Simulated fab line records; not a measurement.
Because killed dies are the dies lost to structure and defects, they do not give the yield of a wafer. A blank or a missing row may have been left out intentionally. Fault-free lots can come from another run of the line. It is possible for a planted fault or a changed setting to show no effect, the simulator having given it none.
One fault seen from 3 desks ; flow n5 finfet ; what lay behind the numbers comes last; until then each desk has only its own

## THE DEFECT DESK
For each lot, the counts of the inspections along the route, averaged over the sampled wafers that have a number. Marked OUT: a lot whose mean sits more than 4 standard deviations from the usual mean, which makes it out of limits; the brackets give that distance.
Columns: A = raw defect count at N5_MIM_BOT_LITHO_INSPECT_12, usual 1.9
lot;first seen here;A
L941;day 12 12:16;1.3
L945;day 13 08:19;2.3
L953;day 15 11:27;2.0
L954;day 16 09:06;3.3
L957;day 16 14:07;3.3
L961;day 17 04:27;2.3
Finding of this desk: none of the 6 lots has anything out of limits.

## AT THE METROLOGY DESK
Means of the sampled wafers that have a number, per lot and without regard to the tool the lot ran on: this is what the gauges read. Marked OUT: a lot whose mean sits more than 4 standard deviations from the usual mean, which makes it out of limits; the brackets give that distance.
Columns: A = cd nm at N5_MIM_BOT_LITHO_CD_MEAS_08, usual 2999.6 nm; B = MIM_BOT_OVL at N5_MIM_BOT_LITHO_OVL_MEAS_11, usual -1 nm
lot;first seen here;A;B
L941;day 12 12:13;2999.3;-1
L945;day 13 08:16;3001.2;-7
L953;day 15 11:23;3004.0;2
L954;day 16 09:03;3000.0;4
L957;day 16 14:04;3001.2;5
L961;day 17 04:23;2999.3;0
Finding of this desk: none of the 6 lots has anything out of limits.

## DESK OF THE TOOL OWNER: rie metal-01
The tool's own readings at N5_MIM_BOT_ETCH_ETCH_00 (etches TiN in Cl2/BCl3, target depth 45.5 nm): means of the sampled wafers that have a number, for each lot that ran on this tool. Marked OUT: a lot whose mean sits more than 4 standard deviations from the usual mean, which makes it out of limits; the brackets give that distance.
Columns: A = bias w at N5_MIM_BOT_ETCH_ETCH_00, usual 126.0 W; B = drypump motor current A at N5_MIM_BOT_ETCH_ETCH_00, usual 5.8 A; C = mfc ar sccm at N5_MIM_BOT_ETCH_ETCH_00, usual 24.99 sccm; D = oes product au at N5_MIM_BOT_ETCH_ETCH_00, usual 0.78 a.u.; E = throttle valve pct at N5_MIM_BOT_ETCH_ETCH_00, usual 22.03 %
lot;first seen here;A;B;C;D;E
L941;day 12 12:35;126.4;5.9;24.93;0.71;21.76
L953;day 15 11:44;136.8 (+27) OUT;6.0;25.08;0.78;21.85
L954;day 16 09:35;131.1 (+13) OUT;6.1;24.97;0.85;21.90
This desk finds L953, L954 out of limits, L953 being first, at day 15 11:44 (bias w at N5_MIM_BOT_ETCH_ETCH_00). L941: within limits.

## ALL TOGETHER
On L953, L954, at day 15 11:44, an alarm was possible from the tool owner's desk.
Nothing out of limits was seen by the defect desk.
Metrology desk: nothing out of limits seen.
The defect desk has L953, L954 on record, within its limits.
The metrology desk has L953, L954 on record, within its limits.
All the named lots went through N5_MIM_BOT_ETCH_ETCH_00 on rie metal-01.

## WHAT HAD BEEN PUT IN BY THE SIMULATOR
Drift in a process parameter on rie metal-01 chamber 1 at N5_MIM_BOT_ETCH_ETCH_00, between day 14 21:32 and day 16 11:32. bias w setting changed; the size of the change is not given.
Shown lots that were struck: L953, L954.
Hours from the fault's start to each desk's first reading out of limits: the tool owner's desk, 14.
